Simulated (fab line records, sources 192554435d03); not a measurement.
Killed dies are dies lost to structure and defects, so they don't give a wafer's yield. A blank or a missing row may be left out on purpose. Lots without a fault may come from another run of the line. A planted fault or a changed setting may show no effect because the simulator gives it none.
fab line records | flow n5_finfet
record lots=6 wafers=18 last_day=17
route steps=1938 shown TV_LITHO@1875 TV_OPEN@1887 PASSIVATION@1936
lots that met no fault: from a run of the same line without faults
start_h: hours from the record's first day to the start of the lot's first wafer shown | wait_h: hours since the lot's step before | " the same as in the row above | L1.1+2: a row that stands for several wafers | - no value, or no start given | * or withheld: withheld | < > ~ a bound
route shown NAME@n: a module of which the file shows steps, and the number in the route of the first | usual: mean/standard deviation of fault-free wafers | same: alike in all rows | chamber/n: place in a boat | sites: the reading at each site | _std_site: their standard deviation | _edge_site: outer sites' mean less inner sites' | radius_mm: how far each site lies from the wafer's centre | mask NAME#n: copy n | behind: the tool/chamber that last shaped the wafer | hold: why the lot was held/for how many hours/how that ended | device: the transistor (n, p or np) that didn't switch | end of line: the same wafers' tests at the end of the route | a step without rows: its recipe alone | killed: dies lost to structure and defects at the first sort, not the wafer's yield | map: a wafer's dies, x killed, . not, _ none there
set.NAME: the setting as run; set.NAME@STEP: as run at that earlier step | model.NAME: the simulator's own value behind a step, which no gauge read
lots at some steps of the route; a table a step, a row a wafer
services: from which hour (start_h, from the record's first day; less than 0 if before it) a tool's chamber was out of use, for how many hours, and why
## steps
# step N5_PASSIVATION_HMDS_03
# recipe time_s=60 temp_c=120
# step N5_PASSIVATION_COAT_04
# recipe spin_rpm=* resist_thk_nm=*
# step N5_PASSIVATION_EBR_06
# recipe solvent=PGMEA ebr_width_mm=1.5
# step N5_PASSIVATION_SOFTBAKE_05
# recipe temp_c=100 time_s=90
# step N5_PASSIVATION_EXPOSE_07
# recipe mask_id=TV na=0.55 source_shape=conventional sigma_outer=0.8 polarization=unpolarized defocus_nm=0 target_cd_nm=3000 dose_mj=22.75
# step N5_PASSIVATION_PEB_08
# recipe peb_temp_c=withheld peb_time_s=*
# step N5_PASSIVATION_DEVELOP_09
# recipe develop_time_s=60 rinse_liquid=diw dry=air_spin dev_temp_c=21
# step N5_PASSIVATION_HARDBAKE_11
# recipe temp_c=130 time_s=120
# step N5_PASSIVATION_CD_MEAS_10
# recipe target_cd_nm=3000 landing_energy_ev=500 detector=se_inlens
# usual cd_nm=2999.8/1.5
# columns lot.wafer tool chamber start_h wait_h cd_nm
L665.2 cd_sem-03 0 335.90 - 2999.8
L665.3 " 0 " " 3002.8
L665.6 " 0 " " 3000.8
L663.1 cd_sem-02 0 336.06 - 2999.4
L663.2 " 0 " " 3000.5
L663.3 " 0 " " 3000.6
L667.2 cd_sem-01 0 350.79 - 2998.5
L667.3 " 0 " " 2999.7
L667.5 " 0 " " 2999.3
L666.2 cd_sem-01 0 355.79 - 3000.7
L666.3 " 0 " " 2999.8
L666.4 " 0 " " 3001.5
L673.1 cd_sem-02 0 373.95 - 2999.7
L673.2 " 0 " " 3000.6
L673.5 " 0 " " 3000.2
L672.2 cd_sem-02 0 390.55 - 3000.7
L672.3 " 0 " " 3000.5
L672.5 " 0 " " 3001.3
# step N5_PASSIVATION_OVL_MEAS_60
# recipe points_per_wafer=44
# usual TV_OVL=0/6.6
# columns lot.wafer tool chamber start_h wait_h TV_OVL[nm]
L665.2 overlay-02 0 335.93 0.0 10
L665.3 " 0 " " -1
L665.6 " 0 " " 8
L663.1 overlay-02 0 336.09 0.0 6
L663.2 " 0 " " -4
L663.3 " 0 " " -2
L667.2 overlay-01 0 350.82 0.0 14
L667.3 " 0 " " 1
L667.5 " 0 " " -4
L666.2 overlay-02 0 355.82 0.0 2
L666.3 " 0 " " 5
L666.4 " 0 " " 5
L673.1 overlay-01 0 373.98 0.0 -7
L673.2 " 0 " " -4
L673.5 " 0 " " -1
L672.2 overlay-01 0 390.58 0.0 4
L672.3 " 0 " " -1
L672.5 " 0 " " 6
# step N5_PASSIVATION_INSPECT_61
# recipe mode=adi inspect_instrument=macro
# usual raw_defect_count=2.3/1.3
# columns lot.wafer tool chamber start_h wait_h raw_defect_count
L665.2 defect_inspect-01 - 335.95 0.0 0
L665.3 " - " " 0
L665.6 " - " " 3
L663.1 defect_inspect-01 - 336.11 0.0 4
L663.2 " - " " 2
L663.3 " - " " 2
L667.2 defect_inspect-02 - 350.84 0.0 2
L667.3 " - " " 1
L667.5 " - " " 1
L666.2 defect_inspect-02 - 355.84 0.0 3
L666.3 " - " " 3
L666.4 " - " " 1
L673.1 defect_inspect-02 - 374.00 0.0 0
L673.2 " - " " 0
L673.5 " - " " 2
L672.2 defect_inspect-01 - 390.61 0.0 3
L672.3 " - " " 2
L672.5 " - " " 2
# step N5_PASSIVATION_DESCUM_12
# recipe chemistry=O2 time_s=7.9 source_power_w=50 bias_power_w=20 pressure_mtorr=20 rf_frequency_hz=2.712e+07 temp_c=40 o2_flow_sccm=225
# usual drypump_motor_current_A=5.7/0.53 oes_product_au=0.78/0.077 rf_vpp_V=242.8/1.2 showerhead_plenum_p_Torr=2.08/0.063 throttle_valve_pct=20.32/0.2
# columns lot.wafer tool chamber start_h wait_h drypump_motor_current_A oes_product_au rf_hours_counter_h rf_vpp_V showerhead_plenum_p_Torr throttle_valve_pct
L665.2 rie_diel-06 2 336.15 0.2 6.6 0.92 22 243.0 2.05 20.37
L665.3 " 3 " " 5.8 0.75 155 243.3 2.01 20.68
L665.6 " 3 " " 5.8 0.75 - 242.1 2.01 20.68
L663.1 rie_diel-05 0 336.16 0.0 5.0 0.73 200 244.6 2.16 20.28
L663.2 " 3 " " 5.8 0.72 191 244.4 2.18 20.23
L663.3 " 2 " " 5.3 0.86 72 241.1 2.03 20.27
L667.2 rie_diel-06 1 350.88 0.0 5.2 0.76 146 241.8 2.02 20.48
L667.3 " 0 " " 6.2 0.94 16 241.8 2.05 19.91
L667.5 " 1 " " 5.2 0.76 - 242.8 2.02 20.50
L666.2 rie_diel-06 3 355.88 0.0 5.9 0.75 161 240.6 2.01 20.69
L666.3 " 2 " " 6.6 0.91 29 243.7 2.05 20.37
L666.4 " 0 " " 6.2 0.94 17 240.9 2.05 19.91
L673.1 rie_diel-05 0 374.06 0.1 5.0 0.71 210 243.8 2.16 20.31
L673.2 " 1 " " 6.0 0.70 206 240.8 2.08 20.24
L673.5 " 1 " " 6.0 0.71 - 243.6 2.07 20.25
L672.2 rie_diel-05 0 390.78 0.2 5.0 0.71 215 243.4 2.16 20.34
L672.3 " 1 " " 6.0 0.70 210 241.8 2.07 20.26
L672.5 " 3 " " 5.8 0.70 - 244.0 2.17 20.25
# step N5_PASSIVATION_PASS_ETCH_74
# recipe chemistry=CF4/O2 target=SiNx target_depth_a=2200 time_s=110 ion_energy_ev=100 pressure_mtorr=40 source_w=535 bias_w=49 Ar_flow_sccm=100 cf4_flow_sccm=100 O2_flow_sccm=10
# usual O2_flow_sccm=10.00/0.031 drypump_motor_current_A=5.7/0.53 oes_product_au=0.78/0.078 rf_vpp_V=240.8/2.5 showerhead_plenum_p_Torr=2.18/0.061 throttle_valve_pct=15.88/0.18
# columns lot.wafer tool chamber start_h wait_h O2_flow_sccm drypump_motor_current_A oes_product_au rf_hours_counter_h rf_vpp_V showerhead_plenum_p_Torr throttle_valve_pct model.etch.depth_nm model.coat_of_PASSIVATION_COAT_04.thk_nm model.TV_OPEN.cd_offset_nm
L665.2 rie_diel-06 2 336.22 0.0 9.96 6.6 0.93 22 239.5 2.16 15.83 221.5 * -0.4
L665.3 " 3 " " 10.03 5.8 0.75 155 239.6 2.12 16.19 217.3 * 0
L665.6 " 3 " " 9.99 5.8 0.75 - 239.9 2.12 16.19 216 * 0.2
L663.1 rie_diel-05 0 336.23 0.0 10.00 5.0 0.73 200 242.5 2.28 15.95 217.2 * 0.6
L663.2 " 3 " " 10.01 5.8 0.72 191 241.8 2.28 15.80 216.8 * 0.4
L663.3 " 2 " " 9.99 5.3 0.84 73 241.9 2.15 15.84 216.6 * -0.4
L667.2 rie_diel-06 1 350.94 0.0 10.00 5.2 0.69 146 242.6 2.12 15.97 188.1 * 2.2
L667.3 " 0 " " 10.04 6.2 0.86 16 236.3 2.16 15.46 193.8 * 1.6
L667.5 " 1 " " 9.99 5.2 0.69 - 243.4 2.12 15.98 187.2 * 2
L666.2 rie_diel-06 3 355.94 0.0 9.94 5.8 0.68 161 239.8 2.11 16.18 186 * 1.6
L666.3 " 2 " " 10.04 6.6 0.83 29 239.6 2.16 15.83 189.6 * 1.4
L666.4 " 0 " " 10.03 6.2 0.87 17 237.2 2.16 15.46 196.5 * 1.8
L673.1 rie_diel-05 0 374.13 0.0 10.01 5.0 0.72 210 241.7 2.27 15.98 216.5 * 0.4
L673.2 " 1 " " 9.99 6.0 0.71 206 237.4 2.18 15.86 216.7 * 0.2
L673.5 " 1 " " 10.03 6.0 0.71 - 235.9 2.18 15.88 217.6 * 0.2
L672.2 rie_diel-05 0 390.85 0.0 10.02 5.0 0.72 215 241.5 2.27 15.96 216.1 * 0.2
L672.3 " 1 " " 10.00 6.0 0.70 211 238.2 2.18 15.87 216.7 * -0.4
L672.5 " 3 " " 9.97 5.8 0.70 - 242.3 2.27 15.81 215.1 * 0.4
# step N5_PASSIVATION_VIA_ETCH_13
# recipe chemistry=CHF3/O2 target=SiO2 target_depth_a=6600 CHF3_flow_sccm=50 O2_flow_sccm=5 Ar_flow_sccm=200 time_s=330 mask_material=PR pressure_mtorr=30 source_w=650 bias_w=170 ion_energy_ev=200 ends=cleared
# usual O2_flow_sccm=5.000/0.015 drypump_motor_current_A=5.7/0.53 etch_rf_on_time_s=237/4.5 oes_product_au=0.71/0.069 rf_vpp_V=524/5.2 showerhead_plenum_p_Torr=2.39/0.068 throttle_valve_pct=18.76/0.18
# columns lot.wafer tool chamber start_h wait_h O2_flow_sccm drypump_motor_current_A etch_rf_on_time_s oes_product_au rf_hours_counter_h rf_vpp_V showerhead_plenum_p_Torr throttle_valve_pct model.coat_of_PASSIVATION_COAT_04.thk_nm
L665.2 rie_diel-06 2 336.31 0.0 5.004 6.6 236 0.84 22 520 2.36 18.73 *
L665.3 " 3 " " 5.017 5.8 237 0.68 155 521 2.32 19.10 *
L665.6 " 3 " " 5.021 5.8 242 0.68 - 522 2.32 19.09 *
L663.1 rie_diel-05 0 336.32 0.0 4.993 5.1 232 0.67 200 527 2.49 18.79 *
L663.2 " 3 " " 4.988 5.8 236 0.65 191 527 2.48 18.62 *
L663.3 " 2 " " 4.977 5.3 232 0.77 73 526 2.35 18.76 *
L667.2 rie_diel-06 1 351.03 0.0 4.995 5.2 236 0.69 147 529 2.31 18.88 *
L667.3 " 0 " " 4.973 6.2 227 0.86 16 518 2.37 18.41 *
L667.5 " 1 " " 4.984 5.2 239 0.70 - 527 2.31 18.84 *
L666.2 rie_diel-06 3 356.03 0.0 5.006 5.8 237 0.67 161 522 2.32 19.12 *
L666.3 " 2 " " 5.008 6.6 235 0.83 29 520 2.35 18.74 *
L666.4 " 0 " " 5.011 6.2 234 0.85 17 516 2.37 18.41 *
L673.1 rie_diel-05 0 374.22 0.0 4.997 5.0 243 0.65 210 528 2.49 18.81 *
L673.2 " 1 " " 4.969 6.0 238 0.64 206 517 2.38 18.68 *
L673.5 " 1 " " 4.987 6.0 243 0.63 - 515 2.38 18.68 *
L672.2 rie_diel-05 0 390.94 0.0 5.032 5.0 242 0.65 215 527 2.48 18.82 *
L672.3 " 1 " " 5.016 6.0 241 0.64 211 516 2.38 18.68 *
L672.5 " 3 " " 5.013 5.8 247 0.64 - 526 2.48 18.62 *
# step N5_PASSIVATION_STRIP_14
# recipe chemistry=O2 power_w=600 temp_c=60 pressure_mtorr=30 rf_frequency_hz=6e+07 bias_power_w=0 overash_fraction=0.5 o2_flow_sccm=225
# usual drypump_motor_current_A=5.7/0.53 oes_product_au=0.79/0.077 rf_vpp_V=3.6/0.93 showerhead_plenum_p_Torr=2.08/0.063 throttle_valve_pct=16.58/0.19
# columns lot.wafer tool chamber start_h wait_h drypump_motor_current_A oes_product_au rf_hours_counter_h rf_vpp_V showerhead_plenum_p_Torr throttle_valve_pct
L665.2 rie_diel-06 2 336.51 0.1 6.6 0.94 22 4.3 2.06 16.56
L665.3 " 3 " " 5.8 0.75 155 3.8 2.02 16.89
L665.6 " 3 " " 5.8 0.75 - 3.7 2.02 16.94
L663.1 rie_diel-05 0 336.52 0.1 5.0 0.73 201 3.5 2.17 16.59
L663.2 " 3 " " 5.8 0.72 191 3.4 2.18 16.52
L663.3 " 2 " " 5.3 0.83 73 4.0 2.03 16.48
L667.2 rie_diel-06 1 351.23 0.1 5.2 0.75 147 2.5 2.02 16.73
L667.3 " 0 " " 6.2 0.93 16 4.2 2.06 16.16
L667.5 " 1 " " 5.2 0.77 - 2.7 2.02 16.71
L666.2 rie_diel-06 3 356.23 0.1 5.9 0.75 162 3.3 2.02 16.95
L666.3 " 2 " " 6.6 0.92 29 1.5 2.05 16.56
L666.4 " 0 " " 6.2 0.94 17 3.7 2.06 16.16
L673.1 rie_diel-05 0 374.42 0.1 5.0 0.73 210 3.9 2.16 16.63
L673.2 " 1 " " 6.0 0.72 206 3.9 2.08 16.56
L673.5 " 1 " " 6.0 0.71 - 4.2 2.08 16.52
L672.2 rie_diel-05 0 391.14 0.1 5.0 0.73 215 2.4 2.16 16.63
L672.3 " 1 " " 5.9 0.70 211 3.5 2.08 16.56
L672.5 " 3 " " 5.8 0.71 - 5.5 2.18 16.57
# step N5_PASSIVATION_ETCH_15
# recipe chemistry=CF4/N2 target=SiCN target_depth_a=750 taper_deg=2 time_s=81.2 ion_energy_ev=150 mask_material=SiNx pressure_mtorr=40 source_w=430 bias_w=70 Ar_flow_sccm=100 cf4_flow_sccm=60 n2_flow_sccm=60
# usual drypump_motor_current_A=5.7/0.52 oes_product_au=0.78/0.077 rf_vpp_V=381.8/1.6 showerhead_plenum_p_Torr=2.19/0.062 throttle_valve_pct=15.33/0.18
# columns lot.wafer tool chamber start_h wait_h drypump_motor_current_A oes_product_au rf_hours_counter_h rf_vpp_V showerhead_plenum_p_Torr throttle_valve_pct model.TV_OPEN.cd_offset_nm
L665.2 rie_diel-06 2 - - 6.5 0.93 22 380.9 2.16 15.27 0.8
L665.3 " 3 " " 5.8 0.74 155 379.9 2.12 15.64 1.8
L665.6 " 3 " " 5.8 0.74 - 379.7 2.12 15.64 1.8
L663.1 rie_diel-05 0 - - 5.0 0.72 201 384.0 2.28 15.42 2.4
L663.2 " 3 " " 5.8 0.71 191 383.7 2.28 15.26 2.4
L663.3 " 2 " " 5.3 0.85 73 381.5 2.15 15.29 1.6
L667.2 rie_diel-06 1 - - 5.2 0.75 147 380.3 2.12 15.46 4
L667.3 " 0 " " 6.2 0.94 16 380.7 2.17 14.93 2.8
L667.5 " 1 " " 5.2 0.75 - 379.9 2.12 15.45 4
L666.2 rie_diel-06 3 - - 5.8 0.73 162 380.2 2.12 15.65 3.2
L666.3 " 2 " " 6.6 0.90 29 380.2 2.16 15.28 2.4
L666.4 " 0 " " 6.2 0.94 17 381.7 2.17 14.93 2.4
L673.1 rie_diel-05 0 - - 5.0 0.72 210 384.8 2.28 15.42 2.2
L673.2 " 1 " " 6.0 0.72 206 382.5 2.18 15.30 2
L673.5 " 1 " " 6.0 0.71 - 382.2 2.18 15.32 2
L672.2 rie_diel-05 0 - - 5.0 0.72 215 383.7 2.27 15.45 1.6
L672.3 " 1 " " 6.0 0.71 211 382.5 2.18 15.32 1
L672.5 " 3 " " 5.8 0.70 - 382.7 2.27 15.27 2
# step N5_PASSIVATION_STRIP_73
# recipe chemistry=post_etch_residue_remover time_s=60 temp_c=25 remover_ph=withheld remover_water_wt_pct=withheld remover_fluoride_wt_pct=withheld
# step N5_PASSIVATION_PROBE_49
# usual defect_limited_yield=91.1/1.5 killed_at_M0_to_M3=36/11 killed_at_M4_up=14/5.6 killed_at_contacts=11/5.6 killed_at_front_end=40/12 killed_at_other=4/3.2 killed_dies=105/17 killed_open=69/12 killed_short=34/8.4 sort_bin_5_function=5.2/0.95 sort_bin_6_memory=3.3/0.63 sort_n_pass=1075/17 sort_yield_pct=91.1/1.5
# same gross_dies=1180 killed_at_back_side=0 sort_bin_4_leakage[%]=0 sort_bin_8_speed[%]=0
# columns lot.wafer tool chamber start_h wait_h defect_limited_yield[%] killed_at_M0_to_M3 killed_at_M4_up killed_at_contacts killed_at_front_end killed_at_other killed_dies killed_open killed_short sort_bin_5_function[%] sort_bin_6_memory[%] sort_n_pass sort_yield_pct[%]
L666.2 prober-02 - 363.12 0.1 90.8 34 15 9 36 14 108 74 33 6.2 2.7 1072 90.8
L666.3 prober-02 - 363.17 0.1 89.8 30 13 8 61 8 120 74 46 6.0 3.6 1060 89.8
L666.4 prober-02 - 363.22 0.2 90.4 42 19 6 39 7 113 83 27 4.5 4.7 1067 90.4
L672.2 prober-02 - 397.64 0.1 91.3 36 7 8 36 16 103 58 44 4.7 3.6 1077 91.3
L672.3 prober-02 - 397.69 0.1 90.4 33 12 6 60 2 113 71 41 5.7 3.6 1067 90.4
L672.5 prober-02 - 397.79 0.2 91.2 22 23 6 52 1 104 71 32 5.5 2.9 1076 91.2
# killed by level:class
L666.2 BEOL_M1:geometric_particle:open=12 MOL_CONTACT_COAG:geometric_particle:open=9 FIN_SAQP:geometric_particle:open=8 STI_FIN_REVEAL:geometric_particle:open=7 MIM_TOP_ETCH:geometric_particle:short=7 BEOL_M0_SAQP:geometric_particle:open=5 BEOL_M1:geometric_particle:short=4 MIM_TOP_ETCH:geometric_particle:open=4
L666.3 FIN_SAQP:geometric_particle:open=16 STI_FIN_REVEAL:geometric_particle:open=12 FIN_SAQP:geometric_particle:short=10 MOL_CONTACT_COAG:geometric_particle:open=8 GATE_CUT:geometric_particle:short=6 BEOL_M0_SAQP:geometric_particle:open=6 BEOL_M4:geometric_particle:open=6 BEOL_M0_SAQP:geometric_particle:short=5
L666.4 FIN_SAQP:geometric_particle:open=13 BEOL_M4:geometric_particle:open=10 STI_FIN_REVEAL:geometric_particle:open=9 BEOL_M1:geometric_particle:open=9 BEOL_M0_SAQP:geometric_particle:open=8 BEOL_M2:geometric_particle:open=8 MOL_CONTACT_COAG:geometric_particle:open=5 BEOL_M0_SAQP:geometric_particle:short=5
L672.2 BEOL_M0_SAQP:geometric_particle:short=16 FIN_SAQP:geometric_particle:open=10 MOL_CONTACT_COAG:geometric_particle:open=7 BEOL_M0_SAQP:geometric_particle:open=7 FIN_SAQP:geometric_particle:short=6 STI_FIN_REVEAL:geometric_particle:open=6 MIM_TOP_ETCH:geometric_particle:short=6 DUMMY_GATE:geometric_particle:open=5
L672.3 FIN_SAQP:geometric_particle:open=23 FIN_SAQP:geometric_particle:short=10 BEOL_M3:geometric_particle:open=6 MOL_CONTACT_COAG:geometric_particle:open=6 GATE_CUT:geometric_particle:short=5 DUMMY_GATE:geometric_particle:open=5 BEOL_M0:geometric_particle:open=5 BEOL_M0_SAQP:geometric_particle:open=4
L672.5 FIN_SAQP:geometric_particle:open=17 FIN_SAQP:geometric_particle:short=12 STI_FIN_REVEAL:geometric_particle:open=10 BEOL_M0_SAQP:geometric_particle:open=6 BEOL_M0_SAQP:geometric_particle:short=5 BEOL_M4:geometric_particle:open=5 BEOL_M5:geometric_particle:open=5 DUMMY_GATE:geometric_particle:open=4
## services
# columns tool chamber start_h hours kind
rie_diel-06 0 313.92 13.7 repair
rie_diel-05 - 332.69 0.7 repair
rie_diel-06 0 386.48 5.5 repair
## key
first_sign none at tools or gauges
model_effect step=N5_PASSIVATION_PASS_ETCH_74 value=etch.depth_nm without=223 struck=190.2
model_effect step=N5_PASSIVATION_VIA_ETCH_13 value=coat_of_PASSIVATION_COAT_04.thk_nm without=* struck=*
model_effect step=N5_PASSIVATION_ETCH_15 value=TV_OPEN.cd_offset_nm without=1.7 struck=3.133
met_at N5_PASSIVATION_PASS_ETCH_74
struck_wafers L666.2,L666.3,L666.4,L667.2,L667.3,L667.5
onset_between 336.22 350.94
also_fits N5_PASSIVATION_DESCUM_12:rie_diel-06
fault kind=process_parameter_drift tool=rie_diel-06 chamber=- onset_h=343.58 steps=N5_PASSIVATION_PASS_ETCH_74 channel=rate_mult offset=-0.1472 shape=step
